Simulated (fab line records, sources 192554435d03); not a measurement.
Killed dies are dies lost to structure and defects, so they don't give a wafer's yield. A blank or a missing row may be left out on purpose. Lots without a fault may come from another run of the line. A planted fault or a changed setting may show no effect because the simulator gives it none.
Chamber matching | flow n5_finfet | N5_BEOL_M0_ETCH_138 on rie_diel-06: 4 sister chambers
The step etches SiCN in CH3F/O2, target depth 12 nm, time 31.6 s. 20 wafers are shown with their chamber, then 9 later ones without.

WAFERS WITH THEIR CHAMBER
wafer  | chamber | showerhead_plenum_p_Torr (Torr) | throttle_valve_pct (%) | oes_product_au (a.u.)
L074.1 | 0       | 2.07                            | 16.64                  | 0.62
L074.3 | 1       | 1.99                            | 16.57                  | 0.60
L074.5 | 2       | 2.09                            | 16.50                  | 0.61
L075.2 | 3       | 1.93                            | 16.42                  | 0.65
L075.4 | 2       | 2.09                            | 16.49                  | 0.61
L075.6 | 3       | 1.93                            | 16.42                  | 0.66
L079.2 | 3       | 1.93                            | 16.40                  | 0.65
L079.3 | 2       | 2.09                            | 16.52                  | 0.60
L079.5 | 2       | 2.09                            | 16.53                  | 0.61
L082.1 | 3       | 1.93                            | 16.44                  | 0.65
L082.5 | 3       | 1.93                            | 16.44                  | 0.64
L084.2 | 3       | 1.92                            | 16.45                  | 0.63
L084.5 | 0       | 2.07                            | 16.69                  | 0.60
L084.6 | 3       | 1.92                            | 16.47                  | 0.64
L085.2 | 0       | 2.07                            | 16.70                  | 0.61
L085.5 | 3       | 1.92                            | 16.46                  | 0.64
L085.6 | 2       | 2.08                            | 16.53                  | 0.60
L086.1 | 2       | 2.08                            | 16.53                  | 0.59
L086.3 | 3       | 1.92                            | 16.48                  | 0.63
L086.5 | 0       | 2.06                            | 16.72                  | 0.59

SIGNATURES (means of the wafers above)
reading                  | chamber 0 | chamber 1 | chamber 2 | chamber 3 | scatter within a chamber
showerhead_plenum_p_Torr | 2.0675    | 1.9900    | 2.0867    | 1.9256    | 0.00519
throttle_valve_pct       | 16.6875   | 16.5700   | 16.5167   | 16.4422   | 0.0255
oes_product_au           | 0.6050    | 0.6000    | 0.6033    | 0.6433    | 0.0101
Rule: a wafer's distance from a chamber is the root of the sum, over the readings, of the square of ((its reading less the chamber's mean) divided by the reading's scatter). The wafer belongs to the nearest chamber; if the next one is less than 2 further off, it can't be placed. The scatter: the root of (the sum of the squares of (reading less its chamber's mean) over the shown wafers, divided by (wafers less chambers)).

WAFERS WITHOUT THEIR CHAMBER
wafer  | showerhead_plenum_p_Torr (Torr) | throttle_valve_pct (%) | oes_product_au (a.u.)
L087.2 | 2.08                            | 16.56                  | 0.59
L087.3 | 2.06                            | 16.71                  | 0.60
L087.6 | 2.06                            | 16.72                  | 0.60
L094.3 | 2.08                            | 16.58                  | 0.58
L094.5 | 2.06                            | 16.74                  | 0.59
L094.6 | 1.91                            | 16.50                  | 0.62
L096.1 | 1.91                            | 16.51                  | 0.62
L096.2 | 2.08                            | 16.59                  | 0.58
L096.5 | 1.91                            | 16.51                  | 0.62

WHICH CHAMBER EACH WENT THROUGH
wafer  | from the rows above     | in truth
L087.2 | 2                       | 2
L087.3 | 0                       | 0
L087.6 | 0                       | 0
L094.3 | can't be placed: 2 or 0 | 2
L094.5 | 0                       | 0
L094.6 | 3                       | 3
L096.1 | 3                       | 3
L096.2 | can't be placed: 2 or 0 | 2
L096.5 | 3                       | 3
Placed correctly: 7 of 9. Can't be placed from these rows: 2 (the true chamber is among the candidates in 2). Placed wrongly: 0.
